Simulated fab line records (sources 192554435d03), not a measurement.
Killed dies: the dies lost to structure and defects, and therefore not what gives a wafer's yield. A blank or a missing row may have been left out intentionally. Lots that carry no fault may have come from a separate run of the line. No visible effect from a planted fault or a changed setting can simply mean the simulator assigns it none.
fab line records	flow n5Finfet	part 1 of 2: steps 1 to 24 of 31
record: lots: 5	wafers: 15	lastDay: 17
route steps=1938 shown ILD0@339 SDB@347
lots with no fault: from the same line, run without faults
startH: hours from the record's opening day to when the first of the lot's shown wafers began	waitH: how many hours have passed since the lot's step before this one	" same as the row above	L1.1+2: several wafers, shown together as one row	- no value, or no start given	* or withheld: withheld	< > ~ a bound
route shown NAME@n: NAME is a module with steps in the file, n the number in the route of the first one	usual: average and standard deviation across the fault-free wafers	same: alike in all rows	chamber/n: place in a boat	sites: the reading at each site	_std_site: standard deviation across them	_edge_site: the outer-site mean with the inner-site mean subtracted	radiusMm: how far each site lies from the wafer's centre	mask NAME#n: copy n	behind: the most recent tool/chamber to have shaped the wafer	hold: cause of the lot's hold/its duration in hours/its outcome	device: transistor that didn't switch, given as n, p or np	end of line: the tests these same wafers got at the end of their route	a step without rows: its recipe alone	killed: count of dies lost to structure and defects at first sort (not the wafer's yield)	map: shows each die of a wafer: x if killed, . if not, _ if none is there
set.NAME: the run value of the setting; set.NAME@STEP: its run value at that earlier step	model.NAME: the simulator's own value behind a step, which no gauge read
lots seen at some steps along the route; tables by step, rows by wafer
services: the hour from which a tool's chamber was out of use, counted from the record's first day as startH (under 0 if before that day), plus the number of hours and why
== steps ==
step: N5_ILD0_THK_MEAS_04
usual: thkNm: 197.6/1.3
lot.wafer	tool	chamber	startH	waitH	thkNm
L080.1	filmMetro-02	-	98.36	-	199.9
L080.5	"	-	"	"	199.5
L080.6	"	-	"	"	198.5
L086.1	filmMetro-02	-	135.32	-	198.3
L086.3	"	-	"	"	199.3
L086.5	"	-	"	"	199.1
L090.1	filmMetro-02	-	160.12	-	197.7
L090.5	"	-	"	"	198.5
L090.6	"	-	"	"	197.4
L095.2	filmMetro-02	-	187.55	-	198.0
L095.3	"	-	"	"	197.2
L095.6	"	-	"	"	197.5
L097.2	filmMetro-02	-	201.37	-	194.2
L097.4	"	-	"	"	198.1
L097.6	"	-	"	"	195.9
step: N5_ILD0_CMP_07
recipe: stopOn: poly-Si	material: SiO2_flowable	tOverpolishS: 1.18	postCmpClean: alkalineBrush	downForcePsi: 4.1491	platenRpm: 51.796	padVelocityMS: 1.0306	targetThkNm: 138.88
usual: motorCurrentA: 12.7/1.3	padLifeWafers: 983/610	retainingRingPressureFrac: 1.001/0.0048
same: tOverpolishS: 1.18
lot.wafer	tool	chamber	startH	waitH	motorCurrentA	padLifeWafers	retainingRingPressureFrac
L080.1	cmp-02	2	98.39	0.0	12.0	1956	0.995
L080.6	"	2	"	"	12.4	-	1.000
L080.5	"	3	"	"	13.0	-	1.001
L086.1	cmp-01	3	135.39	0.1	15.6	1435	1.004
L086.3	"	0	"	"	12.4	1436	0.997
L086.5	"	3	"	"	14.5	-	0.997
L090.1	cmp-01	1	160.15	0.0	10.8	1620	1.001
L090.5	"	1	"	"	10.4	-	1.002
L090.6	"	2	"	"	15.5	-	1.002
L095.2	cmp-01	3	187.80	0.3	14.9	1844	1.001
L095.3	"	0	"	"	12.5	1845	1.003
L095.6	"	2	"	"	14.4	-	1.008
L097.2	cmp-03	1	201.40	0.0	10.1	1260	1.002
L097.4	"	0	"	"	12.9	1263	1.000
L097.6	"	2	"	"	13.5	-	0.995
step: N5_ILD0_THK_MEAS_08
usual: thkNm: 139.3/1.1
lot.wafer	tool	chamber	startH	waitH	thkNm
L080.1	filmMetro-01	-	98.68	-	137.8
L080.5	"	-	"	"	139.2
L080.6	"	-	"	"	137.9
L086.1	filmMetro-01	-	135.64	-	139.5
L086.3	"	-	"	"	139.6
L086.5	"	-	"	"	141.3
L090.1	filmMetro-01	-	160.44	-	138.9
L090.5	"	-	"	"	139.5
L090.6	"	-	"	"	140.0
L095.2	filmMetro-01	-	188.02	-	139.1
L095.3	"	-	"	"	138.1
L095.6	"	-	"	"	138.3
L097.2	filmMetro-01	-	201.69	-	136.1
L097.4	"	-	"	"	139.6
L097.6	"	-	"	"	137.6
step: N5_ILD0_PRECLEAN_10
recipe: chemistry: NF3:NH3	afsCycles: 5	timeS: 20	tempC: 30	sublimationTempC: 180	sublimationTimeS: 60	pressureTorr: 3	rfPowerW: 30
lot.wafer	tool	chamber	startH	waitH
L080.1+5+6	remotePlasma-02	0	98.72	0.0
L086.1+3+5	remotePlasma-02	0	135.68	0.0
L090.1+5+6	remotePlasma-02	1	160.48	0.0
L095.2+3+6	remotePlasma-01	0	188.16	0.1
L097.2+4+6	remotePlasma-01	0	201.84	0.1
step: N5_ILD0_ALD_15
recipe: material: SiNx	targetThkA: 240	tempC: 400	aldPrecursorFamily: SiH2I2	aldCoReactant: N2/H2-plasma	pulseTimeS: 1	aldCycles: 480	purgeTimeS: 2	coReactantPurgeTimeS: 2	pressureTorr: 2
usual: heaterPowerW: 857/98	precursorPulseHeightRel: 1.000/0.019
lot.wafer	tool	chamber	startH	waitH	heaterPowerW	precursorPulseHeightRel
L080.1	aldSin-01	3	99.40	0.6	872	1.008
L080.5	"	0	100.49	1.2	774	0.988
L080.6	"	3	"	"	865	1.014
L086.1	aldSin-02	0	136.36	0.6	870	1.002
L086.3	"	2	"	"	776	0.981
L086.5	"	0	137.45	1.2	894	0.976
L090.1	aldSin-03	3	161.16	0.6	827	1.021
L090.5	"	1	162.25	1.2	844	0.991
L090.6	"	2	"	"	941	0.989
L095.2	aldSin-03	2	189.21	0.9	953	0.990
L095.3	"	3	"	"	859	0.992
L095.6	"	3	190.30	1.6	827	1.009
L097.2	aldSin-02	1	202.41	0.5	678	1.038
L097.4	"	2	"	"	778	0.954
L097.6	"	3	203.50	1.1	1096	0.980
step: N5_ILD0_CMP_12
recipe: stopOn: poly-Si	material: SiNx	tOverpolishS: 6	postCmpClean: alkalineBrush	downForcePsi: 2.5	platenRpm: 51.8	padVelocityMS: 1.0307	targetThkNm: 17.67
usual: motorCurrentA: 9.1/0.79	overpolishRunS: 5.999/0.0099	padLifeWafers: 865/550	retainingRingPressureFrac: 1.000/0.0046	timeToEndpointS: 29/3.4
same: tOverpolishS: 6
lot.wafer	tool	chamber	startH	waitH	motorCurrentA	overpolishRunS	padLifeWafers	retainingRingPressureFrac	timeToEndpointS
L080.1	cmp-01	3	101.60	1.1	11.1	5.996	1224	1.000	32
L080.5	"	3	"	"	11.0	6.003	-	0.997	32
L080.6	"	0	"	"	9.2	6.010	-	1.002	33
L086.3	cmp-02	1	138.56	1.1	9.2	6.008	132	1.000	31
L086.1	"	3	"	"	9.6	5.994	134	1.003	32
L086.5	"	2	"	"	9.1	5.998	-	1.008	32
L090.1	cmp-03	2	163.48	1.2	9.9	6.003	1011	1.004	23
L090.6	"	3	"	"	8.8	5.994	-	0.990	22
L090.5	"	0	"	"	9.0	5.999	-	0.998	28
L095.2	cmp-03	1	191.42	1.1	8.0	5.997	1182	1.000	25
L095.3	"	2	"	"	9.7	6.006	1183	1.002	26
L095.6	"	1	"	"	8.2	5.997	-	0.998	23
L097.2	cmp-02	1	204.65	1.2	8.7	6.003	643	0.995	28
L097.4	"	3	"	"	9.1	6.001	645	1.002	30
L097.6	"	0	"	"	9.0	6.013	-	0.994	30
step: N5_ILD0_THK_MEAS_13
usual: thkNm: 17.7/1.3
lot.wafer	tool	chamber	startH	waitH	thkNm
L080.1	filmMetro-01	-	101.90	-	17.4
L080.5	"	-	"	"	18.8
L080.6	"	-	"	"	17.2
L086.1	filmMetro-02	-	138.86	-	18.9
L086.3	"	-	"	"	18.6
L086.5	"	-	"	"	18.5
L090.1	filmMetro-02	-	163.66	-	16.2
L090.5	"	-	"	"	18.7
L090.6	"	-	"	"	16.6
L095.2	filmMetro-01	-	191.71	-	15.5
L095.3	"	-	"	"	17.2
L095.6	"	-	"	"	15.9
L097.2	filmMetro-02	-	204.91	-	18.8
L097.4	"	-	"	"	17.5
L097.6	"	-	"	"	17.6
step: N5_ILD0_INSPECT_06
recipe: inspectInstrument: darkfield	mode: postCmp
usual: rawDefectCount: 37/16
lot.wafer	tool	chamber	startH	waitH	rawDefectCount
L080.1	defectInspect-02	-	101.92	0.0	34
L080.5	"	-	"	"	44
L080.6	"	-	"	"	26
L086.1	defectInspect-01	-	138.88	0.0	42
L086.3	"	-	"	"	16
L086.5	"	-	"	"	21
L090.1	defectInspect-02	-	163.68	0.0	39
L090.5	"	-	"	"	38
L090.6	"	-	"	"	34
L095.2	defectInspect-02	-	191.74	0.0	60
L095.3	"	-	"	"	46
L095.6	"	-	"	"	31
L097.2	defectInspect-02	-	204.93	0.0	12
L097.4	"	-	"	"	18
L097.6	"	-	"	"	8
step: N5_SDB_HM_DEP_00
recipe: material: SiNx	targetThkA: 400	tempC: 400	precursor: SiH4/NH3/N2	pressureTorr: 1.5	rfW: 300	timeS: 35.3
usual: heaterPowerW: 740/62	showerheadPlenumPTorr: 5.15/0.048	throttleValvePct: 41.2/2.6
lot.wafer	tool	chamber	startH	waitH	heaterPowerW	showerheadPlenumPTorr	throttleValvePct
L080.1	pecvd-03	2	101.96	0.0	721	5.20	38.7
L080.5	"	1	"	"	792	5.21	39.4
L080.6	"	2	"	"	730	5.19	38.5
L086.1	pecvd-03	1	138.92	0.0	806	5.22	39.7
L086.3	"	2	"	"	711	5.19	38.4
L086.5	"	1	"	"	800	5.22	39.6
L090.1	pecvd-04	0	163.72	0.0	707	5.11	39.7
L090.5	"	0	"	"	709	5.11	40.0
L090.6	"	2	"	"	735	5.14	42.7
L095.2	pecvd-01	0	191.77	0.0	701	5.09	42.9
L095.3	"	1	"	"	823	5.19	47.2
L095.6	"	1	"	"	822	5.18	47.2
L097.2	pecvd-04	0	204.97	0.0	711	5.09	40.1
L097.4	"	1	"	"	669	5.10	40.6
L097.6	"	0	"	"	711	5.12	39.9
step: N5_SDB_COAT_03
recipe: resist: SOC	tempC: 250	timeS: 60	spinRpm: 1500	resistThkNm: 100
lot.wafer	tool	chamber	startH	waitH
L080.1+5+6	lithoTrack-04	0	102.04	0.1
L086.1+3+5	lithoTrack-02	0	139.00	0.1
L090.1+5+6	lithoTrack-03	0	163.83	0.1
L095.2+3+6	lithoTrack-04	0	191.85	0.1
L097.2+4+6	lithoTrack-04	0	205.08	0.1
step: N5_SDB_COAT_04
recipe: resist: SiARC	tempC: 220	timeS: 60	spinRpm: 1500	resistThkNm: 18
lot.wafer	tool	chamber	startH	waitH
L080.1+5+6	lithoTrack-04	0	-	-
L086.1+3+5	lithoTrack-02	0	-	-
L090.1+5+6	lithoTrack-03	0	-	-
L095.2+3+6	lithoTrack-04	0	-	-
L097.2+4+6	lithoTrack-04	0	-	-
step: N5_SDB_COAT_05
recipe: resist: CAR-ArF	spinRpm: 1500	resistThkNm: 90
lot.wafer	tool	chamber	startH	waitH
L080.1+5+6	lithoTrack-04	0	-	-
L086.1+3+5	lithoTrack-02	0	-	-
L090.1+5+6	lithoTrack-03	0	-	-
L095.2+3+6	lithoTrack-04	0	-	-
L097.2+4+6	lithoTrack-04	0	-	-
step: N5_SDB_EBR_07
recipe: solvent: PGMEA	ebrWidthMm: 1.5
same: ebrWidthMm: 1.5
lot.wafer	tool	chamber	startH	waitH
L080.1+5+6	lithoTrack-04	0	-	-
L086.1+3+5	lithoTrack-02	0	-	-
L090.1+5+6	lithoTrack-03	0	-	-
L095.2+3+6	lithoTrack-04	0	-	-
L097.2+4+6	lithoTrack-04	0	-	-
step: N5_SDB_SOFTBAKE_06
recipe: tempC: 110	timeS: 60	resist: CAR-ArF
lot.wafer	tool	chamber	startH	waitH
L080.1+5+6	lithoTrack-04	0	-	-
L086.1+3+5	lithoTrack-02	0	-	-
L090.1+5+6	lithoTrack-03	0	-	-
L095.2+3+6	lithoTrack-04	0	-	-
L097.2+4+6	lithoTrack-04	0	-	-
step: N5_SDB_EXPOSE_08
recipe: maskId: SDB	na: 1.35	sourceShape: conventional	sigmaOuter: 0.5	polarization: unpolarized	doseMj: 49.6
lot.wafer	tool	chamber	startH	waitH	mask
L080.1+5+6	arfiScanner-03	0	102.16	-	SDB#0
L086.1+3+5	arfiScanner-03	0	139.13	-	SDB#0
L090.1+5+6	arfiScanner-01	0	164.07	-	SDB#0
L095.2+3+6	arfiScanner-02	0	192.10	-	SDB#0
L097.2+4+6	arfiScanner-03	0	205.33	-	SDB#0
step: N5_SDB_PEB_09
recipe: pebTempC: withheld	pebTimeS: 60	resist: CAR-ArF
lot.wafer	tool	chamber	startH	waitH
L080.1+5+6	lithoTrack-04	0	102.22	0.1
L086.1+3+5	lithoTrack-02	0	139.19	0.1
L090.1+5+6	lithoTrack-04	0	164.13	0.1
L095.2+3+6	lithoTrack-04	0	192.16	0.0
L097.2+4+6	lithoTrack-04	0	205.38	0.0
step: N5_SDB_DEVELOP_10
recipe: developTimeS: 30	developer: TMAH	resist: CAR-ArF	rinseLiquid: diw	dry: airSpin	devTempC: 23
lot.wafer	tool	chamber	startH	waitH
L080.1+5+6	lithoTrack-04	0	-	-
L086.1+3+5	lithoTrack-02	0	-	-
L090.1+5+6	lithoTrack-04	0	-	-
L095.2+3+6	lithoTrack-04	0	-	-
L097.2+4+6	lithoTrack-04	0	-	-
step: N5_SDB_CD_MEAS_11
recipe: targetCdNm: 50	landingEnergyEv: 500	detector: seInlens	polarity: opening
usual: cdNm: 50.0/1.1
lot.wafer	tool	chamber	startH	waitH	cdNm
L080.1	cdSem-02	0	102.29	-	46.9
L080.5	"	0	"	"	48.5
L080.6	"	0	"	"	49.0
L086.1	cdSem-03	0	139.26	-	51.9
L086.3	"	0	"	"	50.6
L086.5	"	0	"	"	49.5
L090.1	cdSem-03	0	164.20	-	50.2
L090.5	"	0	"	"	51.6
L090.6	"	0	"	"	49.5
L095.2	cdSem-02	0	192.22	-	50.3
L095.3	"	0	"	"	50.4
L095.6	"	0	"	"	51.7
L097.2	cdSem-03	0	205.45	-	50.0
L097.4	"	0	"	"	50.0
L097.6	"	0	"	"	50.6
step: N5_SDB_OVL_MEAS_12
recipe: pointsPerWafer: 44
usual: SDB_OVL: 0.6/0.67
lot.wafer	tool	chamber	startH	waitH	SDB_OVL[nm]
L080.1	overlay-02	0	102.32	0.0	0.9
L080.5	"	0	"	"	1.1
L080.6	"	0	"	"	0.8
L086.1	overlay-01	0	139.29	0.0	0.3
L086.3	"	0	"	"	0.6
L086.5	"	0	"	"	0.3
L090.1	overlay-02	0	164.23	0.0	2.8
L090.5	"	0	"	"	2.1
L090.6	"	0	"	"	1.0
L095.2	overlay-02	0	192.25	0.0	0.4
L095.3	"	0	"	"	0.7
L095.6	"	0	"	"	0.4
L097.2	overlay-01	0	205.48	0.0	-0.1
L097.4	"	0	"	"	0.0
L097.6	"	0	"	"	0.9
step: N5_SDB_INSPECT_13
recipe: mode: adi	inspectInstrument: brightfield
usual: rawDefectCount: 80/32
lot.wafer	tool	chamber	startH	waitH	rawDefectCount
L080.1	defectInspect-01	-	102.34	0.0	124
L080.5	"	-	"	"	78
L080.6	"	-	"	"	60
L086.1	defectInspect-02	-	139.31	0.0	72
L086.3	"	-	"	"	66
L086.5	"	-	"	"	71
L090.1	defectInspect-01	-	164.25	0.0	41
L090.5	"	-	"	"	28
L090.6	"	-	"	"	60
L095.2	defectInspect-02	-	192.28	0.0	69
L095.3	"	-	"	"	95
L095.6	"	-	"	"	24
L097.2	defectInspect-01	-	205.50	0.0	96
L097.4	"	-	"	"	110
L097.6	"	-	"	"	94
step: N5_SDB_DESCUM_16
recipe: chemistry: O2	timeS: 7.9	sourcePowerW: 50	biasPowerW: 20	pressureMtorr: 20	rfFrequencyHz: 2.712e+07	tempC: 40	resist: CAR-ArF	o2FlowSccm: 225
usual: drypumpMotorCurrentA: 5.4/0.47	oesProductAu: 0.80/0.069	rfVppV: 243.3/1.5	showerheadPlenumPTorr: 2.11/0.072	throttleValvePct: 20.48/0.21
lot.wafer	tool	chamber	startH	waitH	drypumpMotorCurrentA	oesProductAu	rfHoursCounterH	rfVppV	showerheadPlenumPTorr	throttleValvePct
L080.1	rieDiel-06	3	102.37	0.0	4.9	0.86	52	241.8	2.05	20.14
L080.5	"	1	"	"	5.4	0.82	-	242.5	2.14	20.53
L080.6	"	2	"	"	5.2	0.83	-	240.8	2.04	20.57
L086.1	rieDiel-06	3	139.36	0.0	4.9	0.83	65	242.5	2.04	20.15
L086.3	"	2	"	"	5.2	0.81	97	241.3	2.04	20.57
L086.5	"	3	"	"	4.9	0.83	-	241.3	2.04	20.17
L090.1	rieDiel-01	2	164.29	0.0	5.1	0.79	104	245.2	2.20	20.70
L090.5	"	2	"	"	5.1	0.78	-	245.0	2.20	20.69
L090.6	"	1	"	"	5.7	0.98	-	242.6	2.06	20.22
L095.2	rieDiel-06	2	192.31	0.0	5.2	0.80	115	241.6	2.03	20.60
L095.3	"	1	"	"	5.4	0.80	107	241.6	2.13	20.56
L095.6	"	2	"	"	5.2	0.80	-	242.7	2.03	20.61
L097.2	rieDiel-06	3	205.69	0.2	4.9	0.81	89	243.1	2.03	20.18
L097.4	"	2	"	"	5.2	0.80	121	239.1	2.03	20.61
L097.6	"	0	"	"	5.1	0.73	-	245.7	2.15	20.64
step: N5_SDB_ETCH_17
recipe: chemistry: CF4	target: SiARC	targetDepthA: 234	maskMaterial: CAR-ArF	timeS: 39	ionEnergyEv: 80	pressureMtorr: 40	sourceW: 545	biasW: 36	Ar_flow_sccm: 100	cf4FlowSccm: 100	ends: cleared
usual: drypumpMotorCurrentA: 5.4/0.48	etchRfOnTimeS: 39.1/0.88	oesProductAu: 0.68/0.059	rfVppV: 184.2/1.2	showerheadPlenumPTorr: 2.15/0.073	throttleValvePct: 15.60/0.25
lot.wafer	tool	chamber	startH	waitH	drypumpMotorCurrentA	etchRfOnTimeS	oesProductAu	rfHoursCounterH	rfVppV	showerheadPlenumPTorr	throttleValvePct
L080.1	rieDiel-06	3	102.41	0.0	4.9	39.3	0.73	52	184.4	2.08	15.16
L080.5	"	1	"	"	5.4	39.1	0.70	-	184.2	2.18	15.58
L080.6	"	2	"	"	5.2	37.9	0.72	-	182.7	2.07	15.59
L086.1	rieDiel-06	3	139.40	0.0	4.9	40.1	0.70	65	184.5	2.08	15.18
L086.3	"	2	"	"	5.2	37.9	0.71	97	183.4	2.07	15.62
L086.5	"	3	"	"	4.9	40.5	0.70	-	183.3	2.08	15.18
L090.1	rieDiel-01	2	164.32	0.0	5.1	40.4	0.67	104	186.2	2.25	15.85
L090.5	"	2	"	"	5.1	40.0	0.67	-	184.1	2.25	15.87
L090.6	"	1	"	"	5.7	38.0	0.85	-	184.1	2.11	15.36
L095.2	rieDiel-06	2	192.35	0.0	5.2	37.7	0.69	115	181.8	2.06	15.66
L095.3	"	1	"	"	5.4	39.8	0.66	107	184.8	2.17	15.63
L095.6	"	2	"	"	5.2	38.0	0.68	-	182.2	2.06	15.66
L097.2	rieDiel-06	3	205.73	0.0	4.9	39.7	0.68	89	183.2	2.07	15.24
L097.4	"	2	"	"	5.2	37.8	0.68	121	181.9	2.06	15.67
L097.6	"	0	"	"	5.0	38.6	0.62	-	185.2	2.21	15.86
step: N5_SDB_ETCH_18
recipe: chemistry: N2/H2	target: SOC	targetDepthA: 1000	overetchA: 200	maskMaterial: SiARC	tempC: 40	timeS: 150	ionEnergyEv: 200	pressureMtorr: 30	sourceW: 840	biasW: 150	n2FlowSccm: 200	h2FlowSccm: 200
usual: drypumpMotorCurrentA: 5.4/0.47	oesProductAu: 0.71/0.059	rfVppV: 524.1/2.4	showerheadPlenumPTorr: 2.55/0.088	throttleValvePct: 17.87/0.23
lot.wafer	tool	chamber	startH	waitH	drypumpMotorCurrentA	oesProductAu	rfHoursCounterH	rfVppV	showerheadPlenumPTorr	throttleValvePct
L080.1	rieDiel-06	3	102.44	0.0	4.9	0.76	52	522.3	2.49	17.67
L080.5	"	1	"	"	5.4	0.74	-	524.4	2.56	17.69
L080.6	"	2	"	"	5.2	0.74	-	522.9	2.48	17.98
L086.1	rieDiel-06	3	139.43	0.0	4.9	0.75	65	521.3	2.48	17.68
L086.3	"	2	"	"	5.2	0.73	97	521.1	2.47	18.00
L086.5	"	3	"	"	4.9	0.75	-	522.2	2.49	17.69
L090.1	rieDiel-01	2	164.36	0.0	5.2	0.71	104	528.3	2.68	18.15
L090.5	"	2	"	"	5.1	0.71	-	527.9	2.68	18.14
L090.6	"	1	"	"	5.8	0.87	-	523.5	2.50	17.65
L095.2	rieDiel-06	2	192.38	0.0	5.2	0.71	115	522.0	2.46	18.03
L095.3	"	1	"	"	5.4	0.71	107	524.3	2.55	17.72
L095.6	"	2	"	"	5.2	0.71	-	521.9	2.46	18.03
L097.2	rieDiel-06	3	205.76	0.0	4.9	0.73	89	522.0	2.48	17.71
L097.4	"	2	"	"	5.2	0.71	121	520.7	2.46	18.04
L097.6	"	0	"	"	5.0	0.65	-	525.7	2.63	18.20
step: N5_SDB_STRIP_19
recipe: chemistry: N2/H2	tempC: 40	n2FlowSccm: 200	h2FlowSccm: 200	rfFrequencyHz: 6e+07
lot.wafer	tool	chamber	startH	waitH
L080.1+5+6	rieDiel-06	3,1,2	102.57	0.1
L086.1+3+5	rieDiel-06	3,2,3	139.56	0.1
L090.1+5+6	rieDiel-01	2,2,1	164.48	0.1
L095.2+3+6	rieDiel-06	2,1,2	192.51	0.1
L097.2+4+6	rieDiel-06	3,2,0	205.89	0.1
